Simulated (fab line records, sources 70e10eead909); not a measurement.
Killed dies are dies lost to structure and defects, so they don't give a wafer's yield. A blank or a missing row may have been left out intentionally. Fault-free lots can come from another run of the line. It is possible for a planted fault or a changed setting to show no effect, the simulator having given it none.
Chamber matching | flow nand harc | NHARC_A_M0_ETCH_34 on rie diel-05: 4 sister chambers
The step etches the open film in N2/H2, target depth 40 nm, overetch 12 nm, time 43.94 s. 4 wafers are shown with their chamber, then 12 later ones without.

## WAFERS PAIRED WITH THEIR CHAMBERS
wafer  | chamber | showerhead plenum p Torr (Torr)
L087.6 | 1       | 1.97
L090.2 | 0       | 1.95
L089.5 | 3       | 1.98
L089.6 | 2       | 2.10

## WAFERS WITHOUT THEIR CHAMBER
wafer  | showerhead plenum p Torr (Torr)
L093.1 | 1.98
L093.5 | 2.09
L093.6 | 1.97
L094.2 | 1.95
L094.4 | 1.98
L094.6 | 2.09
L096.2 | 1.95
L096.3 | 2.09
L096.5 | 1.95
L097.2 | 1.97
L097.3 | 1.95
L097.5 | 1.98

## THE CHAMBER EACH PASSED THROUGH
wafer  | from the rows above     | in truth
L093.1 | can't be placed: 3 or 1 | 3
L093.5 | 2                       | 2
L093.6 | can't be placed: 1 or 3 | 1
L094.2 | 0                       | 0
L094.4 | can't be placed: 3 or 1 | 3
L094.6 | 2                       | 2
L096.2 | 0                       | 0
L096.3 | 2                       | 2
L096.5 | 0                       | 0
L097.2 | can't be placed: 1 or 3 | 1
L097.3 | 0                       | 0
L097.5 | can't be placed: 3 or 1 | 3
Correctly placed: 7 of 12. Unplaceable from these rows: 5, with the true chamber sitting among the candidates in 5. 0 placed wrongly.
How it was worked out, from the rows above alone: a wafer's distance from a chamber is the root of the sum, over the readings, of the square of ((its reading less the chamber's mean) divided by the reading's scatter). The wafer belongs to the nearest chamber; if the next one is less than 2 further off, it can't be placed. A chamber's mean is the mean of its shown wafers. The scatter: with one shown wafer a chamber, the root of the mean of the squares of how far each hidden wafer lies from its nearest shown one.
